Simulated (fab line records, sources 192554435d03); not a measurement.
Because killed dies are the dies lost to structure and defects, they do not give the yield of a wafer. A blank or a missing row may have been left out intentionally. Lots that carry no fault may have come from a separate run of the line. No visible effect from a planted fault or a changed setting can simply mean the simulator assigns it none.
Chamber matching ; flow n5-finfet ; 4 sister chambers for N5_FIN_SAQP_ETCH_34 on rie-diel-06
The step etches SiO2 in C4F6/O2, target depth 45 nm, time 15 s. 4 wafers are shown with their chamber, then 9 later ones without.

## WAFERS WITH THEIR CHAMBER
wafer;chamber;throttle-valve-pct (%)
L086.3;0;21.38
L088.1;1;21.04
L088.3;2;20.95
L088.5;3;21.28

## WAFERS WITHOUT THEIR CHAMBER
wafer;throttle-valve-pct (%)
L089.1;20.97
L089.5;21.31
L089.6;20.97
L094.1;21.41
L094.2;21.04
L094.3;20.98
L096.2;21.08
L096.4;21.41
L096.5;21.41

## EACH ONE'S CHAMBER
wafer;from the rows above;in truth
L089.1;can't be placed: 2 or 1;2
L089.5;can't be placed: 3 or 0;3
L089.6;can't be placed: 2 or 1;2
L094.1;0;0
L094.2;1;1
L094.3;can't be placed: 2 or 1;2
L096.2;1;1
L096.4;0;0
L096.5;0;0
Correctly placed: 5 of 9. Unplaceable from these rows: 4, with the true chamber sitting among the candidates in 4. Placed wrongly: 0.
How it was worked out, from the rows above alone: a wafer's distance from a chamber is the root of the sum, over the readings, of the square of ((its reading less the chamber's mean) divided by the reading's scatter). If the next closest chamber is less than 2 further off than the closest, the wafer can't be placed; otherwise it belongs to the closest. The mean given for a chamber averages the wafers shown for that chamber. The scatter: root of mean squared gap, hidden wafer to nearest shown wafer, with one shown wafer a chamber.
